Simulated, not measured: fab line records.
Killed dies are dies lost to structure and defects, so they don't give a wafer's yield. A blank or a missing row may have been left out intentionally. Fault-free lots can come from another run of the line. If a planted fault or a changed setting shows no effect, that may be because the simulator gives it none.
fab line records	flow n5-finfet
record lots=10	wafers=30	last-day=17
route steps=1938 shown BEOL_M15@1786
lots that met no fault: from a run of the same line without faults
start-h: start of the lot's first displayed wafer, in hours after the record's first day	wait-h: hours elapsed since this lot's preceding step	" unchanged from the row above	L1.1+2: one row covering several wafers at once	- either no value or no given start	* or withheld: withheld	< > ~ a bound
route shown NAME@n: NAME is a module with steps in the file, n the number in the route of the first one	usual: mean/standard deviation taken from wafers without a fault	same: alike in all rows	chamber/n: place in a boat	sites: each site's reading	_std_site: the values' standard deviation	_edge_site: mean of outer sites minus mean of inner sites	radius-mm: for every site, how far away it sits from the centre of the wafer	mask NAME#n: copy n	behind: the most recent tool/chamber to have shaped the wafer	hold: the reason the lot was held/the length of the hold in hours/how it ended	device: which transistor (n, p or np) failed to switch	end of line: at the end of the route, the tests of the same wafers	a step given without rows: its recipe and nothing more	killed: the dies lost at the first sort to structure and to defects; this is not the yield of the wafer	map: a wafer's dies, x killed, . not, _ none there
set.NAME: the setting that was run; set.NAME@STEP: the one run at that earlier step	model.NAME: the simulator's own value behind a step, which no gauge read
a sample of lots followed through the steps of the route, with each step as a table and each wafer as a row
services: the hour from which a tool's chamber was out of use, counted from the record's first day as start-h (under 0 if before that day), plus the number of hours and why
## steps
# step N5_BEOL_M15_DESCUM_15
# recipe chemistry=O2	time-s=7.9	source-power-w=50	bias-power-w=20	pressure-mtorr=20	rf-frequency-hz=2.712e+07	temp-c=40	o2-flow-sccm=225
# usual chamber-pressure-mTorr=20.002/0.018	drypump-motor-current-A=5.8/0.51	oes-product-au=0.78/0.073	rf-vpp-V=243.2/1.5	showerhead-plenum-p-Torr=2.10/0.078	throttle-valve-pct=20.47/0.2
lot.wafer	tool	chamber	start-h	wait-h	chamber-pressure-mTorr	drypump-motor-current-A	oes-product-au	rf-hours-counter-h	rf-vpp-V	showerhead-plenum-p-Torr	throttle-valve-pct
L160.1	rie-diel-05	2	226.62	0.0	20.011	5.4	0.72	196	242.5	2.07	20.76
L160.3	"	3	"	"	20.017	5.8	0.94	10	243.5	2.23	20.33
L160.5	"	2	"	"	20.001	5.4	0.72	-	242.5	2.07	20.76
L164.1	rie-diel-02	3	267.56	0.0	20.026	6.6	0.88	37	243.4	2.14	20.22
L164.2	"	1	"	"	20.014	5.5	0.72	189	245.7	2.17	20.55
L164.3	"	2	"	"	19.992	5.1	0.79	102	242.7	2.02	20.35
L165.2	rie-diel-06	1	288.04	0.0	20.005	5.5	0.71	213	242.2	1.98	20.40
L165.3	"	3	"	"	19.996	6.5	0.80	110	242.2	2.03	20.53
L165.5	"	0	"	"	20.020	5.7	0.83	-	243.4	2.11	20.06
L169.1	rie-diel-02	0	315.61	1.2	19.980	5.1	0.86	61	244.2	2.20	20.60
L169.3	"	3	"	"	20.007	6.6	0.86	54	242.5	2.14	20.26
L169.5	"	0	"	"	20.030	5.1	0.85	-	244.5	2.20	20.61
L173.2	rie-diel-02	2	337.37	0.0	20.027	5.0	0.76	126	241.4	2.02	20.40
L173.3	"	1	"	"	19.997	5.5	0.70	213	244.1	2.16	20.60
L173.4	"	0	"	"	19.993	5.1	0.84	66	244.4	2.20	20.63
L174.3	rie-diel-05	2	339.71	0.0	20.021	5.4	0.69	230	243.5	2.06	20.82
L174.4	"	0	"	"	20.017	5.6	0.87	49	241.5	2.05	20.11
L174.5	"	3	"	"	19.976	5.8	0.87	-	244.0	2.22	20.37
L179.1	rie-diel-02	1	372.19	0.4	20.012	5.5	0.70	227	244.8	2.16	20.62
L179.2	"	0	"	"	19.989	5.1	0.83	80	245.3	2.20	20.64
L179.5	"	3	"	"	19.948	6.6	0.84	-	244.1	2.13	20.25
L181.2	rie-diel-05	0	389.35	0.0	20.011	5.7	0.86	64	243.7	2.04	20.14
L181.4	"	3	"	"	19.974	5.8	0.86	53	244.9	2.22	20.39
L181.6	"	1	"	"	20.005	5.9	0.69	-	243.6	2.15	20.72
L182.1	rie-diel-06	2	390.81	0.1	20.003	6.5	0.72	210	243.5	2.07	20.60
L182.2	"	1	"	"	20.008	5.5	0.69	246	241.2	1.97	20.44
L182.6	"	3	"	"	20.013	6.5	0.77	-	242.4	2.02	20.54
L183.1	rie-diel-05	0	392.41	0.0	19.993	5.7	0.85	65	242.5	2.04	20.15
L183.2	"	3	"	"	19.973	5.7	0.86	55	245.2	2.22	20.39
L183.4	"	2	"	"	19.994	5.4	0.69	243	241.6	2.06	20.83
# step N5_BEOL_M15_DESCUM_33
# recipe chemistry=O2	time-s=7.9	source-power-w=50	bias-power-w=20	pressure-mtorr=20	rf-frequency-hz=2.712e+07	temp-c=40	o2-flow-sccm=225
# usual chamber-pressure-mTorr=19.999/0.017	drypump-motor-current-A=5.8/0.48	oes-product-au=0.78/0.073	rf-vpp-V=243.2/1.5	showerhead-plenum-p-Torr=2.10/0.076	throttle-valve-pct=20.47/0.22
lot.wafer	tool	chamber	start-h	wait-h	chamber-pressure-mTorr	drypump-motor-current-A	oes-product-au	rf-hours-counter-h	rf-vpp-V	showerhead-plenum-p-Torr	throttle-valve-pct
L160.1	rie-diel-05	1	228.21	0.0	20.005	5.8	0.74	196	243.8	2.17	20.64
L160.3	"	2	"	"	19.987	5.4	0.73	196	242.2	2.07	20.76
L160.5	"	0	"	"	19.985	5.6	0.94	-	242.3	2.06	20.08
L164.1	rie-diel-06	3	269.15	0.0	20.001	6.6	0.81	104	242.5	2.03	20.48
L164.2	"	2	"	"	20.005	6.5	0.74	177	244.2	2.08	20.56
L164.3	"	1	"	"	20.000	5.5	0.71	207	241.2	1.98	20.40
L165.2	rie-diel-02	0	289.63	0.0	20.014	5.1	0.87	52	245.5	2.21	20.60
L165.3	"	1	"	"	19.998	5.6	0.72	196	244.4	2.17	20.58
L165.5	"	0	"	"	20.000	5.1	0.87	-	244.2	2.21	20.59
L169.1	rie-diel-06	2	318.96	1.6	19.987	6.5	0.75	186	243.5	2.08	20.57
L169.3	"	3	"	"	20.008	6.5	0.80	115	241.7	2.03	20.53
L169.5	"	1	"	"	20.010	5.5	0.71	-	239.7	1.98	20.39
L173.2	rie-diel-02	1	338.83	0.0	20.000	5.5	0.71	214	244.4	2.16	20.60
L173.3	"	0	"	"	19.993	5.1	0.84	66	246.4	2.20	20.61
L173.4	"	2	"	"	20.018	5.1	0.76	127	243.4	2.02	20.41
L174.3	rie-diel-02	1	341.31	0.0	20.017	5.6	0.71	215	244.1	2.16	20.61
L174.4	"	0	"	"	20.024	5.1	0.84	68	244.1	2.20	20.62
L174.5	"	2	"	"	20.007	5.1	0.77	-	240.9	2.02	20.40
L179.1	rie-diel-05	0	373.99	0.3	19.994	5.6	0.86	61	242.2	2.04	20.14
L179.2	"	3	"	"	20.005	5.7	0.86	49	243.7	2.22	20.40
L179.5	"	1	"	"	19.986	5.8	0.69	-	243.8	2.15	20.69
L181.2	rie-diel-05	0	391.05	0.1	20.012	5.6	0.85	64	240.2	2.04	20.16
L181.4	"	1	"	"	19.981	5.8	0.69	244	244.4	2.15	20.70
L181.6	"	2	"	"	19.993	5.4	0.69	-	242.2	2.06	20.83
L182.1	rie-diel-05	1	393.77	0.4	19.993	5.8	0.69	245	243.6	2.15	20.71
L182.2	"	0	"	"	19.989	5.6	0.86	66	242.3	2.04	20.14
L182.6	"	2	"	"	20.010	5.4	0.69	-	242.5	2.06	20.85
L183.1	rie-diel-06	3	394.09	0.1	19.997	6.5	0.77	142	242.9	2.02	20.55
L183.2	"	1	"	"	20.006	5.5	0.69	247	240.4	1.97	20.45
L183.4	"	0	"	"	20.036	5.7	0.81	89	244.3	2.10	20.09
# step N5_BEOL_M15_STRIP_36
# recipe chemistry=O2	power-w=600	temp-c=60	pressure-mtorr=30	rf-frequency-hz=6e+07	bias-power-w=0	overash-fraction=0.3	o2-flow-sccm=225
# usual bias-power-w=0/0	chamber-pressure-mTorr=30.01/0.056	drypump-motor-current-A=5.7/0.49	oes-product-au=0.78/0.068	rf-vpp-V=3.7/0.93	showerhead-plenum-p-Torr=2.10/0.076	throttle-valve-pct=16.71/0.22
lot.wafer	tool	chamber	start-h	wait-h	bias-power-w	chamber-pressure-mTorr	drypump-motor-current-A	oes-product-au	rf-hours-counter-h	rf-vpp-V	showerhead-plenum-p-Torr	throttle-valve-pct
L160.1	rie-diel-06	0	229.06	0.6	0	29.96	5.7	0.84	56	4.8	2.12	16.31
L160.3	"	2	"	"	0	29.98	6.5	0.77	166	4.0	2.09	16.74
L160.5	"	0	"	"	0	30.03	5.7	0.85	-	4.8	2.12	16.31
L164.1	rie-diel-06	2	270.01	0.6	0	29.97	6.5	0.74	177	3.4	2.08	16.81
L164.2	"	1	"	"	0	30.02	5.5	0.72	207	3.0	1.98	16.65
L164.3	"	0	"	"	0	29.92	5.7	0.83	67	4.2	2.11	16.31
L165.2	rie-diel-05	2	293.23	3.3	0	30.02	5.4	0.72	213	3.2	2.07	17.05
L165.3	"	1	"	"	0	30.05	5.8	0.72	211	4.8	2.17	16.90
L165.5	"	1	"	"	0	29.95	5.8	0.73	-	3.0	2.16	16.89
L169.1	rie-diel-06	3	319.31	0.1	0	29.90	6.6	0.78	115	4.7	2.03	16.73
L169.3	"	2	"	"	0	30.09	6.5	0.75	186	3.5	2.08	16.83
L169.5	"	1	"	"	0	29.94	5.5	0.72	-	4.0	1.98	16.70
L173.2	rie-diel-06	1	343.45	4.3	-	-	-	-	-	-	-	-
L173.3	"	1	"	"	-	-	-	-	-	-	-	-
L173.4	"	3	"	"	-	-	-	-	-	-	-	-
L174.3	rie-diel-02	1	344.84	3.3	-	-	-	-	-	-	-	-
L174.4	"	3	"	"	-	-	-	-	-	-	-	-
L174.5	"	2	"	"	-	-	-	-	-	-	-	-
L179.1	rie-diel-02	0	377.60	3.3	0	29.99	5.1	0.84	81	3.0	2.20	16.89
L179.2	"	1	"	"	0	30.09	5.5	0.68	228	3.1	2.16	16.92
L179.5	"	1	"	"	0	29.92	5.6	0.70	-	3.2	2.16	16.88
L181.2	rie-diel-02	2	392.95	1.6	0	30.00	5.1	0.76	139	3.4	2.02	16.66
L181.4	"	1	"	"	0	30.08	5.5	0.70	232	4.4	2.16	16.90
L181.6	"	1	"	"	0	30.04	5.6	0.70	-	4.7	2.16	16.91
L182.1	rie-diel-02	2	394.56	0.5	0	29.97	5.1	0.74	139	1.5	2.02	16.68
L182.2	"	0	"	"	0	30.01	5.1	0.83	88	3.7	2.20	16.89
L182.6	"	0	"	"	0	30.04	5.1	0.80	-	3.5	2.20	16.84
L183.1	rie-diel-02	2	395.00	0.6	0	30.04	5.1	0.76	140	3.9	2.01	16.66
L183.2	"	1	"	"	0	29.89	5.6	0.70	233	5.1	2.16	16.89
L183.4	"	3	"	"	0	30.05	6.6	0.82	82	4.1	2.13	16.52
# step N5_BEOL_M15_SPUTTER_43
# recipe material=TaN	target-thk-a=150	temp-c=50	bias-v=168.6	power-w=15000	chamber-pressure-pa=0.12	time-s=24.19
# usual throttle-valve-pct=29.7/1.1
lot.wafer	tool	chamber	start-h	wait-h	throttle-valve-pct
L160.1	pvd-sputter-03	-	229.70	0.0	31.2
L160.3	"	-	"	"	29.6
L160.5	"	-	"	"	31.3
L164.1	pvd-sputter-03	-	270.64	0.0	31.2
L164.2	"	-	"	"	30.0
L164.3	"	-	"	"	28.1
L165.2	pvd-sputter-02	-	293.96	0.0	30.3
L165.3	"	-	"	"	28.8
L165.5	"	-	"	"	28.4
L169.1	pvd-sputter-03	-	321.42	0.0	27.7
L169.3	"	-	"	"	31.4
L169.5	"	-	"	"	27.9
L173.2	pvd-sputter-01	-	344.04	0.0	30.9
L173.3	"	-	"	"	30.0
L173.4	"	-	"	"	31.0
L174.3	pvd-sputter-03	-	345.43	0.0	31.4
L174.4	"	-	"	"	29.2
L174.5	"	-	"	"	31.4
L179.1	pvd-sputter-01	-	378.55	0.0	29.7
L179.2	"	-	"	"	31.2
L179.5	"	-	"	"	30.9
L181.2	pvd-sputter-03	-	393.75	0.0	29.9
L181.4	"	-	"	"	31.3
L181.6	"	-	"	"	29.8
L182.1	pvd-sputter-03	-	395.39	0.0	29.3
L182.2	"	-	"	"	28.2
L182.6	"	-	"	"	27.8
L183.1	pvd-sputter-03	-	395.71	0.0	29.0
L183.2	"	-	"	"	29.7
L183.4	"	-	"	"	28.1
## services
tool	chamber	start-h	hours	kind
rie-diel-06	2	297.63	7.9	repair
rie-diel-05	3	298.23	8.0	repair
rie-diel-06	-	302.99	14.6	pm
rie-diel-02	0	316.48	3.8	repair
rie-diel-06	0	329.38	30.4	repair
rie-diel-02	0	333.06	3.4	repair
rie-diel-06	2	337.79	6.0	repair
pvd-sputter-03	-	340.21	4.5	repair
rie-diel-02	2	359.03	13.7	repair
rie-diel-05	2	368.61	5.7	repair
rie-diel-06	0	383.07	8.4	repair
rie-diel-02	1	385.14	4.4	repair
## key
first-sign step=N5_BEOL_M15_STRIP_36	reading=tool-record	direction=missing
effect none on later readings
met-at N5_BEOL_M15_STRIP_36
struck-lots L173,L174
not-acting-at N5_BEOL_M15_DESCUM_15,N5_BEOL_M15_DESCUM_33,N5_BEOL_M15_SPUTTER_43
onset-between 319.31 343.45
fault kind=skipped-step-whole	tool=rie-diel-02,rie-diel-06	chamber=-	onset-h=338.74	steps=N5_BEOL_M15_STRIP_36	scope=struck-lots-only
